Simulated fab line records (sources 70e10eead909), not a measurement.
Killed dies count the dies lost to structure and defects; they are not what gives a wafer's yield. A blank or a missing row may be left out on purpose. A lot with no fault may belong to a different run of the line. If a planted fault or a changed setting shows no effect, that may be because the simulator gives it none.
fab line records	flow nandHarc
record: lots: 4	wafers: 12	lastDay: 34
route steps=1302 shown A_CHANNEL_HOLE_D1@450 END@1301
lots with no fault: from the same line, run without faults
startH: hours from the record's opening day to when the first of the lot's shown wafers began	waitH: hours since the lot's step before	" unchanged from the row above	L1.1+2: a single row standing in for several wafers	- no value, or no start was given	* or withheld: withheld	< > ~ a bound
route shown NAME@n: a module of which the file shows steps, and the number in the route of the first	usual: the fault-free wafers' mean and standard deviation	same: alike in all rows	chamber/n: place in a boat	sites: per-site readings	_std_site: the standard deviation of these	_edge_site: inner sites' mean taken away from outer sites' mean	radiusMm: for every site, how far away it sits from the centre of the wafer	mask NAME#n: copy n	behind: the last tool/chamber to shape the wafer	hold: cause of the lot's hold/its duration in hours/its outcome	device: the transistor (n, p or np) that didn't switch	end of line: the tests these same wafers got at the end of their route	step lacking rows: just its recipe	killed: at the first sort, the dies lost to defects and structure; wafer yield is something else	map: shows each die of a wafer: x if killed, . if not, _ if none is there
set.NAME: the setting the step ran with; set.NAME@STEP: the setting that earlier step ran with	model.NAME: the simulator's own value behind a step, which no gauge read
certain route steps with their lots: each step a table, each wafer a row
services: the hour from which a tool's chamber was out of use, counted from the record's first day as startH (under 0 if before that day), plus the number of hours and why
== steps ==
step: NHARC_A_CHANNEL_HOLE_D1_DEP_00
recipe: targetThkA: 31000	tempC: 400	material: aC
step: NHARC_A_CHANNEL_HOLE_D1_DEP_01
recipe: targetThkA: 1400	targetThkNm: 140	tempC: 400	pressureTorr: 3.5	flowSccm: 200	rfW: 350	material: SiON
step: NHARC_A_CHANNEL_HOLE_D1_DEHYDRATE_02
recipe: tempC: 150	timeS: 120
step: NHARC_A_CHANNEL_HOLE_D1_HMDS_03
recipe: timeS: 30
step: NHARC_A_CHANNEL_HOLE_D1_COAT_36
recipe: tempC: 260	timeS: 75
step: NHARC_A_CHANNEL_HOLE_D1_COAT_37
recipe: tempC: 225	timeS: 65
step: NHARC_A_CHANNEL_HOLE_D1_COAT_04
recipe: spinRpm: 1500	resistThkNm: 90
step: NHARC_A_CHANNEL_HOLE_D1_SOFTBAKE_05
recipe: tempC: 105	timeS: 55
step: NHARC_A_CHANNEL_HOLE_D1_EBR_06
step: NHARC_A_CHANNEL_HOLE_D1_EXPOSE_07
recipe: na: 1.35	targetCdNm: 100	sigmaOuter: 0.3	doseMj: 59.65	maskId: HOLE_D1
step: NHARC_A_CHANNEL_HOLE_D1_PEB_08
recipe: pebTempC: 100	pebTimeS: 65
usual: resistLineTempC: 22.99/0.11
lot.wafer	tool	chamber	startH	waitH	resistLineTempC
L563.1	lithoTrack-01	0	185.50	0.1	23.03
L563.4	"	0	"	"	23.10
L563.5	"	0	"	"	23.09
L581.2	lithoTrack-01	0	371.39	0.1	22.91
L581.3	"	0	"	"	22.93
L581.6	"	0	"	"	22.95
L583.1	lithoTrack-01	0	384.04	0.1	23.04
L583.4	"	0	"	"	22.77
L583.5	"	0	"	"	22.87
L585.3	lithoTrack-04	0	415.71	0.0	23.13
L585.5	"	0	"	"	23.04
L585.6	"	0	"	"	23.04
step: NHARC_A_CHANNEL_HOLE_D1_DEVELOP_09
recipe: developTimeS: 35	devTempC: 23
step: NHARC_A_CHANNEL_HOLE_D1_CD_MEAS_10
recipe: targetCdNm: 100	landingEnergyEv: 500
usual: cdNm: 100.1/0.43
lot.wafer	tool	chamber	startH	waitH	cdNm
L563.1	cdSem-03	0	185.58	-	100.3
L563.4	"	0	"	"	99.7
L563.5	"	0	"	"	99.5
L581.2	cdSem-01	0	371.47	-	114.3
L581.3	"	0	"	"	99.7
L581.6	"	0	"	"	114.6
L583.1	cdSem-03	0	384.12	-	100.1
L583.4	"	0	"	"	114.3
L583.5	"	0	"	"	100.8
L585.3	cdSem-03	0	415.79	-	99.7
L585.5	"	0	"	"	100.1
L585.6	"	0	"	"	99.8
step: NHARC_A_CHANNEL_HOLE_D1_DESCUM_15
recipe: timeS: 3	o2FlowSccm: 200	arFlowSccm: 0	biasPowerW: 0	chemistry: O2
usual: chamberPressureMTorr: 60.00/0.056	drypumpMotorCurrentA: 5.6/0.4	oesProductAu: 1.002/0.0073	rfVppV: 57.9/0.82	showerheadPlenumPTorr: 1.90/0.088	throttleValvePct: 11.310/0.0093
lot.wafer	tool	chamber	startH	waitH	chamberPressureMTorr	drypumpMotorCurrentA	oesProductAu	rfHoursCounterH	rfVppV	showerheadPlenumPTorr	throttleValvePct	model.A_CHANNEL_HOLE_D1.cdNm
L563.1	rieDiel-08	3	185.77	0.1	59.96	5.6	0.996	15	57.9	2.03	11.322	99.86
L563.4	"	0	"	"	60.10	5.4	0.999	15	56.5	1.80	11.319	99.31
L563.5	"	0	"	"	60.00	5.4	0.984	-	58.7	1.80	11.303	99.66
L581.3	rieDiel-04	0	371.66	0.1	60.02	5.4	1.002	1	57.1	1.87	11.313	99.76
L581.2	"	1	"	"	59.98	6.4	0.995	1	58.3	1.91	11.305	114
L581.6	"	0	"	"	59.97	5.4	1.000	-	57.8	1.87	11.314	114.2
L583.1	rieDiel-08	2	384.30	0.1	60.00	5.0	1.005	1	58.1	1.96	11.305	100.7
L583.4	"	0	"	"	59.99	5.4	1.015	1	57.0	1.80	11.328	114.6
L583.5	"	3	"	"	59.96	5.6	1.004	-	57.7	2.02	11.311	100.6
L585.3	rieDiel-10	1	415.98	0.1	59.95	5.9	1.011	54	58.2	2.04	11.313	100
L585.5	"	1	"	"	59.93	5.9	1.005	-	57.9	2.04	11.304	99.48
L585.6	"	3	"	"	60.06	5.4	1.024	-	56.6	1.93	11.311	99.53
step: NHARC_A_CHANNEL_HOLE_D1_ETCH_38
recipe: targetDepthA: 390	overEtchFrac: 0.3	timeS: 65	ionEnergyEv: 80	cf4FlowSccm: 150	arFlowSccm: 0	rfW: 300	biasW: 100	chemistry: CF4
step: NHARC_A_CHANNEL_HOLE_D1_ETCH_39
recipe: targetDepthA: 2600	overEtchFrac: 0.3	timeS: 325	ionEnergyEv: 200	n2FlowSccm: 150	h2FlowSccm: 150	arFlowSccm: 0	rfW: 400	biasW: 150	chemistry: N2/H2
step: NHARC_A_CHANNEL_HOLE_D1_ETCH_34
recipe: targetDepthA: 1540	timeS: 77	cf4FlowSccm: 100	chf3FlowSccm: 30	arFlowSccm: 0	rfW: 500	biasW: 200	chemistry: CF4/CHF3
step: NHARC_A_CHANNEL_HOLE_D1_ETCH_16
recipe: targetDepthA: 31000	overEtchFrac: 0.3	timeS: 806	ionEnergyEv: 150	o2FlowSccm: 400	cosFlowSccm: 20	arFlowSccm: 0	rfW: 500	biasW: 300	chemistry: O2/COS
step: NHARC_A_CHANNEL_HOLE_D1_CD_MEAS_18
usual: cdNm: 99.3/1.7
lot.wafer	tool	chamber	startH	waitH	cdNm
L563.1	cdSem-03	-	186.88	-	101.2
L563.4	"	-	"	"	99.7
L563.5	"	-	"	"	99.3
L581.2	cdSem-03	-	372.77	-	114.8
L581.3	"	-	"	"	102.7
L581.6	"	-	"	"	116.6
L583.1	cdSem-03	-	385.42	-	101.1
L583.4	"	-	"	"	116.6
L583.5	"	-	"	"	100.6
L585.3	cdSem-02	-	417.30	-	99.3
L585.5	"	-	"	"	97.0
L585.6	"	-	"	"	99.9
step: NHARC_A_CHANNEL_HOLE_D1_ETCH_19
recipe: biasV: 1200	sourceW: 2500	pressureMtorr: 15	timeS: 34.5	arFlowSccm: 375	c4f8FlowSccm: 28.8	o2FlowSccm: 96.2	tempC: -20	targetDepthA: *	chemistry: C4F8/O2/Ar
step: NHARC_A_CHANNEL_HOLE_D1_ETCH_20
recipe: biasV: 3000	sourceW: withheld	pressureMtorr: 20	timeS: 361.9	arFlowSccm: 375	c4f8FlowSccm: 89.3	o2FlowSccm: 35.7	tempC: -20	targetDepthA: 16000	chemistry: C4F8/O2/Ar
step: NHARC_A_CHANNEL_HOLE_D1_ETCH_21
recipe: biasV: 3000	sourceW: withheld	pressureMtorr: 20	timeS: 514.3	arFlowSccm: 375	c4f8FlowSccm: 89.3	o2FlowSccm: 35.7	tempC: -20	targetDepthA: 16000	chemistry: C4F8/O2/Ar
step: NHARC_A_CHANNEL_HOLE_D1_ETCH_22
recipe: biasV: 3000	sourceW: withheld	pressureMtorr: 20	timeS: 666.7	arFlowSccm: 375	c4f8FlowSccm: 89.3	o2FlowSccm: 35.7	tempC: -20	targetDepthA: 16000	chemistry: C4F8/O2/Ar
step: NHARC_A_CHANNEL_HOLE_D1_ETCH_23
recipe: biasV: 5000	sourceW: withheld	pressureMtorr: 20	timeS: 819	arFlowSccm: 375	c4f8FlowSccm: 89.3	o2FlowSccm: 35.7	tempC: -20	targetDepthA: 16000	chemistry: C4F8/O2/Ar
step: NHARC_A_CHANNEL_HOLE_D1_ETCH_24
recipe: biasV: 5000	sourceW: withheld	pressureMtorr: 20	timeS: 906.2	arFlowSccm: 375	c4f8FlowSccm: 93.8	o2FlowSccm: 31.2	tempC: -20	targetDepthA: 15000	chemistry: C4F8/O2/Ar
step: NHARC_A_CHANNEL_HOLE_D1_ETCH_25
recipe: biasV: 5000	sourceW: withheld	pressureMtorr: 20	timeS: 1040.2	arFlowSccm: 375	c4f8FlowSccm: 93.8	o2FlowSccm: 31.2	tempC: -20	targetDepthA: 15000	chemistry: C4F8/O2/Ar
step: NHARC_A_CHANNEL_HOLE_D1_ETCH_26
recipe: biasV: 300	sourceW: 2000	pressureMtorr: 30	timeS: 224.1	arFlowSccm: 375	c4f8FlowSccm: 11.4	o2FlowSccm: 113.6	tempC: -20	targetDepthA: 3000	chemistry: C4F8/O2/Ar
step: NHARC_A_CHANNEL_HOLE_D1_ETCH_33
recipe: biasV: 400	sourceW: 2000	pressureMtorr: 25	timeS: 90	arFlowSccm: 375	c4f8FlowSccm: 41.7	o2FlowSccm: 83.3	tempC: -20	targetDepthA: 4000	chemistry: C4F8/O2/Ar
step: NHARC_A_CHANNEL_HOLE_D1_STRIP_41
recipe: n2FlowSccm: 150	h2FlowSccm: 150	arFlowSccm: 0	biasW: 0	chemistry: N2/H2
step: NHARC_A_CHANNEL_HOLE_D1_STRIP_42
recipe: cf4FlowSccm: 100	chf3FlowSccm: 30	arFlowSccm: 0	biasW: 0	chemistry: CF4/CHF3
step: NHARC_A_CHANNEL_HOLE_D1_STRIP_43
recipe: o2FlowSccm: 400	cosFlowSccm: 20	arFlowSccm: 0	biasW: 0	chemistry: O2/COS
step: NHARC_A_CHANNEL_HOLE_D1_ETCH_44
recipe: targetDepthA: 1400	overetchA: 140	timeS: 77	ionEnergyEv: 100	cf4FlowSccm: 80	o2FlowSccm: 20	arFlowSccm: 0	rfW: 300	biasW: 100	chemistry: CF4/O2
usual: chamberPressureMTorr: 29.999/0.026	drypumpMotorCurrentA: 5.6/0.39	oes_o_777_au: 1.000/0.0045	oesProductAu: 1.000/0.0067	rfVppV: 197.6/1.4	showerheadPlenumPTorr: 1.32/0.06	throttleValvePct: 13.397/0.009
lot.wafer	tool	chamber	startH	waitH	chamberPressureMTorr	drypumpMotorCurrentA	oes_o_777_au	oesProductAu	rfHoursCounterH	rfVppV	showerheadPlenumPTorr	throttleValvePct	model.A_CHANNEL_HOLE_D1.cdNm
L563.4	rieDiel-10	3	191.71	0.1	29.977	5.4	0.998	0.998	33	198.8	1.36	13.402	88.42
L563.1	"	1	"	"	30.014	5.8	1.002	1.008	49	200.1	1.44	13.375	89.96
L563.5	"	2	"	"	30.003	6.3	1.000	0.997	-	197.9	1.30	13.392	90.29
L581.3	rieDiel-08	0	377.56	0.0	30.045	5.4	1.002	0.999	0	196.4	1.26	13.395	89.23
L581.2	"	1	"	"	29.973	5.9	0.999	0.999	0	196.8	1.27	13.405	102.9
L581.6	"	0	"	"	29.974	5.4	1.003	0.991	-	196.5	1.26	13.391	104.8
L583.1	rieDiel-08	0	395.83	0.1	30.037	5.3	1.002	0.996	2	195.3	1.26	13.399	91.27
L583.4	"	2	"	"	30.018	5.0	1.004	0.987	2	198.3	1.37	13.394	106.1
L583.5	"	3	"	"	29.967	5.6	0.999	0.996	-	198.7	1.41	13.374	92.35
L585.3	rieDiel-08	0	422.08	0.1	30.044	5.4	0.995	1.001	3	196.1	1.26	13.370	89.09
L585.6	"	2	"	"	30.044	5.0	1.001	1.005	-	198.0	1.37	13.405	89.55
L585.5	"	3	"	"	30.020	5.6	1.008	0.996	-	199.9	1.41	13.387	88.72
step: NHARC_A_CHANNEL_HOLE_D1_STRIP_27
recipe: o2FlowSccm: 500	arFlowSccm: 0	biasW: 0	chemistry: O2
step: NHARC_A_CHANNEL_HOLE_D1_PRECLEAN_28
recipe: timeS: *	tempC: 50	bathAgeMin: 0	chemistry: SC1
step: NHARC_A_CHANNEL_HOLE_D1_SRD_29
step: NHARC_A_CHANNEL_HOLE_D1_CD_MEAS_30
usual: cdNm: 90.3/0.97
lot.wafer	tool	chamber	startH	waitH	cdNm
L563.1	cdSem-03	-	192.54	0.1	89.5
L563.4	"	-	"	"	88.0
L563.5	"	-	"	"	89.5
L581.2	cdSem-03	-	378.35	-	103.3
L581.3	"	-	"	"	88.8
L581.6	"	-	"	"	104.4
L583.1	cdSem-02	-	396.62	-	91.5
L583.4	"	-	"	"	106.1
L583.5	"	-	"	"	92.6
L585.3	cdSem-03	-	422.87	-	88.8
L585.5	"	-	"	"	88.1
L585.6	"	-	"	"	89.0
step: NHARC_A_CHANNEL_HOLE_D1_XSEM_31
recipe: landingEnergyEv: 35000
usual: botCdNm: 74.8/1.1	bowNm: 8.55/0.27	tiltDeg: 0.07/0.04
lot.wafer	tool	chamber	startH	waitH	botCdNm	bowNm	tiltDeg
L563.1	xsem-01	0	192.62	0.1	74.3	8.11	0.07
L563.4	"	0	"	"	73.1	8.13	0.07
L563.5	"	0	"	"	74.2	8.12	0.08
L581.2	xsem-02	0	378.44	0.1	88.5	8.86	0.06
L581.3	"	0	"	"	73.8	8.90	0.06
L581.6	"	0	"	"	89.9	8.90	0.06
L583.1	xsem-01	0	396.71	0.1	76.0	8.96	0.01
L583.4	"	0	"	"	90.7	8.88	0.01
L583.5	"	0	"	"	76.7	8.91	0.01
L585.3	xsem-02	0	422.96	0.1	73.5	8.31	0.12
L585.5	"	0	"	"	71.9	8.31	0.12
L585.6	"	0	"	"	73.2	8.38	0.12
step: NHARC_END_WLT_00
usual: VT_DECK1_BOTTOM: 0.873/0.0079	VT_DECK1_BOTTOM_INNER: 0.873/0.008	VT_DECK1_MEDIAN_NEAR_BOTTOM: 0.874/0.0073	VT_DECK1_MEDIAN_NEAR_BOTTOM_INNER: 0.874/0.0077	VT_DECK1_MIDDLE: 0.886/0.008	VT_DECK1_MIDDLE_INNER: 0.885/0.0077	VT_DECK1_TOP: 0.897/0.0079	VT_DECK1_TOP_INNER: 0.897/0.0073	VT_DECK2_BOTTOM: 0.872/0.0076	VT_DECK2_BOTTOM_INNER: 0.873/0.0076	VT_DECK2_MEDIAN_NEAR_BOTTOM: 0.873/0.0078	VT_DECK2_MEDIAN_NEAR_BOTTOM_INNER: 0.873/0.0076	VT_DECK2_MIDDLE: 0.885/0.0074	VT_DECK2_MIDDLE_INNER: 0.885/0.0078	VT_DECK2_TOP: 0.898/0.0084	VT_DECK2_TOP_INNER: 0.897/0.0077
lot.wafer	tool	chamber	startH	waitH	VT_DECK1_BOTTOM	VT_DECK1_BOTTOM_INNER	VT_DECK1_MEDIAN_NEAR_BOTTOM	VT_DECK1_MEDIAN_NEAR_BOTTOM_INNER	VT_DECK1_MIDDLE	VT_DECK1_MIDDLE_INNER	VT_DECK1_TOP	VT_DECK1_TOP_INNER	VT_DECK2_BOTTOM	VT_DECK2_BOTTOM_INNER	VT_DECK2_MEDIAN_NEAR_BOTTOM	VT_DECK2_MEDIAN_NEAR_BOTTOM_INNER	VT_DECK2_MIDDLE	VT_DECK2_MIDDLE_INNER	VT_DECK2_TOP	VT_DECK2_TOP_INNER
L563.1	prober-02	-	577.82	0.1	0.861	0.863	0.859	0.859	0.877	0.874	0.895	0.888	0.875	0.871	0.879	0.871	0.882	0.893	0.896	0.898
L563.4	"	-	579.31	1.5	0.852	0.858	0.871	0.867	0.874	0.880	0.877	0.883	0.871	0.874	0.873	0.882	0.885	0.892	0.901	0.899
L563.5	"	-	"	"	0.861	0.868	0.871	0.863	0.881	0.875	0.891	0.888	0.874	0.878	0.868	0.876	0.885	0.896	0.899	0.901
L581.2	prober-01	-	773.39	14.1	0.907	0.902	0.906	0.908	0.913	0.915	0.927	0.922	0.863	0.866	0.867	0.860	0.878	0.876	0.901	0.899
L581.3	"	-	"	"	0.865	0.873	0.861	0.865	0.886	0.882	0.893	0.900	0.867	0.872	0.865	0.864	0.881	0.874	0.896	0.885
L581.6	"	-	775.39	16.1	0.914	0.905	0.903	0.910	0.919	0.910	0.920	0.933	0.866	0.865	0.868	0.871	0.881	0.878	0.894	0.888
L583.1	prober-01	-	780.66	21.3	0.876	0.869	0.868	0.872	0.885	0.878	0.890	0.897	0.861	0.866	0.862	0.873	0.881	0.884	0.879	0.887
L583.4	"	-	782.14	22.8	0.904	0.904	0.911	0.899	0.909	0.910	0.928	0.915	0.859	0.866	0.863	0.853	0.873	0.875	0.887	0.883
L583.5	"	-	"	"	0.870	0.873	0.879	0.872	0.890	0.884	0.881	0.893	0.857	0.865	0.863	0.864	0.873	0.870	0.886	0.883
L585.3	prober-02	-	805.75	1.0	0.851	0.856	0.862	0.855	0.871	0.862	0.882	0.891	0.876	0.873	0.866	0.869	0.881	0.886	0.893	0.892
L585.5	"	-	"	"	0.861	0.857	0.859	0.853	0.869	0.865	0.889	0.886	0.865	0.874	0.860	0.866	0.872	0.872	0.898	0.893
L585.6	"	-	"	"	0.854	0.854	0.870	0.861	0.876	0.873	0.897	0.888	0.863	0.864	0.864	0.862	0.875	0.883	0.892	0.894
step: NHARC_END_SORT_01
recipe: tempC: 25
usual: killedAtArray: 63/18	killedAtOther: 1.1/1.3	killedAtPeriphery: 4.3/2.8	killedDies: 68/18	killedOpen: 3.3/2	killedShort: 2.4/1.6
same: grossDies: 677
lot.wafer	tool	chamber	startH	waitH	killedAtArray	killedAtOther	killedAtPeriphery	killedDies	killedOpen	killedShort
L581.2	prober-01	0	776.68	2.8	144	1	2	147	6	1
L581.6	prober-01	0	779.86	4.0	159	0	2	161	3	1
L583.4	prober-01	0	785.98	3.3	149	3	4	156	4	0
killed by level:class
L581.2 A_CHANNEL_HOLE_D1:areaPeb=85 A_SLIT:chamberFilmFlake=25 A_CHANNEL_HOLE_D2:chamberFilmFlake=13 A_CHANNEL_HOLE_D1:chamberFilmFlake=8 A_WL_FILL:chamberFilmFlake=3 P_CONTACT:geometricParticle:open=2 A_ONON_D1:geometricParticle:open=2 A_DECK1_JOINT:chamberFilmFlake=2
L581.6 A_CHANNEL_HOLE_D1:areaPeb=94 A_CHANNEL_HOLE_D2:chamberFilmFlake=25 A_SLIT:chamberFilmFlake=22 A_CHANNEL_HOLE_D1:chamberFilmFlake=9 A_WL_FILL:chamberFilmFlake=3 A_CHANNEL_FILL_D1:geometricParticle:open=2 A_STAIRCASE:chamberFilmFlake=2 P_CONTACT:geometricParticle:open=1
L583.4 A_CHANNEL_HOLE_D1:areaPeb=88 A_SLIT:chamberFilmFlake=30 A_CONTACT:chamberFilmFlake=9 A_CHANNEL_HOLE_D1:chamberFilmFlake=4 A_DECK1_JOINT:chamberFilmFlake=4 A_CHANNEL_FILL_D1:chamberFilmFlake=3 HYBRID_BOND:chamberFilmFlake=3 A_WL_FILL:chamberFilmFlake=3
map L581.6 (x killed, . not)
____________x____________
_________x...x.._________
_______xx.x.x..xx._______
______x......x.....______
_____x.xx....x.....x_____
____.x..x.......x....____
____x..x...x.....x..x____
___x.x.x............xx___
___x..x...x...........___
__.....xx..............__
__...xxxx..............__
_x....x.xx.............._
_.x.....x.x...........x._
_xx...xxx.xx...x.......x_
_...xxx.......x........._
_.....xx.x........x....._
xx.....................x.
x.xx.................x...
xx.......................
xx..xx...................
.x...x.x........x......xx
_.x.x.................x._
_.x....................x_
_x.xx..x..............x._
_x.....................x_
_xx.....x..............x_
__x..................xx__
__.xx..x.......x....x.x__
___xx.......x........x___
___.x..............xxx___
____x.x..x.xx.....x.x____
____xxx..xx.xxx......____
_____xx..x.xx...x..._____
______xx.xxxxxxxx.x______
_______.xxxxx..xx._______
_________xxxxxx._________
____________x____________
map L583.4 (x killed, . not)
____________x____________
_________xxx.x.._________
_______x..x......x_______
______..x..x..xx..x______
_____x...........x.._____
____.xx....x.........____
____xx...........xxx.____
___..........x.....x.x___
___.x.....x.x.........___
__xx.x....x...........x__
__xxx.............x....__
_xx....................x_
_....................x.._
_......................x_
_x......................_
_.x..........x.......x.._
xxx....x................x
.x.......................
.xx......................
x........x.............xx
xx.............x...x....x
_.x....................._
_..................x...x_
_x...................xx._
_..x............x......._
_xx..........x....x.xx.x_
__.xxx.......x....x...x__
__xx..........x....xx..__
___.x......x...xxx..xx___
___x..xx...x........xx___
____.....xx.x.....xxx____
____.x...x.xxxxx.xx..____
_____xx.xxxxxxx.x.xx_____
______xxx.xxxxx...x______
_______x.xxxxxxxx._______
_________xxxxxxx_________
____________x____________
== services ==
tool	chamber	startH	hours	kind
rieDiel-08	0	169.84	-	clean
rieDiel-08	1	169.84	-	clean
rieDiel-04	-	178.03	9.0	pm
rieDiel-08	-	190.84	9.0	pm
lithoTrack-04	-	203.00	7.0	pm
rieDiel-10	0	223.34	2.7	repair
rieDiel-08	1	224.02	5.3	repair
rieDiel-08	-	225.23	0.6	repair
rieDiel-08	2	229.07	11.2	repair
rieDiel-10	-	242.52	9.0	pm
rieDiel-08	3	243.09	5.8	repair
rieDiel-04	0	247.88	22.6	repair
rieDiel-04	0	278.73	4.4	repair
rieDiel-08	0	313.17	4.6	repair
rieDiel-10	0	318.55	4.5	repair
lithoTrack-01	-	330.00	7.0	pm
rieDiel-04	-	355.03	9.0	pm
rieDiel-08	-	367.84	9.0	pm
xsem-01	-	374.00	14.0	pm
lithoTrack-04	-	378.00	7.0	pm
rieDiel-10	1	378.57	7.1	repair
rieDiel-08	0	390.75	2.5	repair
rieDiel-10	0	408.18	57.3	repair
rieDiel-10	-	421.20	9.0	pm
== key ==
firstSign: step: NHARC_A_CHANNEL_HOLE_D1_CD_MEAS_10	reading: cdNm	direction: up	sigmas: 33	usual: 100.1	struck: 114.4
effect: step: NHARC_A_CHANNEL_HOLE_D1_CD_MEAS_18	reading: cdNm	direction: up	sigmas: 9.9	usual: 99.3	struck: 116.0
effect: step: NHARC_A_CHANNEL_HOLE_D1_CD_MEAS_30	reading: cdNm	direction: up	sigmas: 15	usual: 90.3	struck: 104.6
effect: step: NHARC_A_CHANNEL_HOLE_D1_XSEM_31	reading: botCdNm	direction: up	sigmas: 14	usual: 74.8	struck: 89.7
effect: step: NHARC_END_WLT_00	reading: VT_DECK1_BOTTOM	direction: up	sigmas: 4.6	usual: 0.873	struck: 0.908
effect: step: NHARC_END_SORT_01	reading: killedAtArray	direction: up	sigmas: 5	usual: 63	struck: 151
modelEffect: step: NHARC_A_CHANNEL_HOLE_D1_DESCUM_15	value: A_CHANNEL_HOLE_D1.cdNm	without: 99.87	struck: 114.3
modelEffect: step: NHARC_A_CHANNEL_HOLE_D1_ETCH_44	value: A_CHANNEL_HOLE_D1.cdNm	without: 90.17	struck: 104.6
moreKillsBornAt: NHARC_A_CHANNEL_HOLE_D1_PEB_08@lithoTrack-01: 267
metAt NHARC_A_CHANNEL_HOLE_D1_PEB_08
struckWafers L581.2,L581.6,L583.4
testerLeftOut L581,L583
onsetBetween 185.50 371.39
fault: kind: processParameterDrift	tool: lithoTrack-01	chamber: -	onsetH: 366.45	steps: NHARC_A_CHANNEL_HOLE_D1_PEB_08	channel: pebTimeS	offset: *	shape: step	endH: 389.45	scope: struckWafersOnly	actsIn: *	stated: *
testerLeftOut: of these lots the tester's yield and bins aren't shown, on N5 and GAA mostly nor the transistor test; their killed dies are dies lost to structure and defects alone, not to doping, threshold or leakage, so they don't give the yield
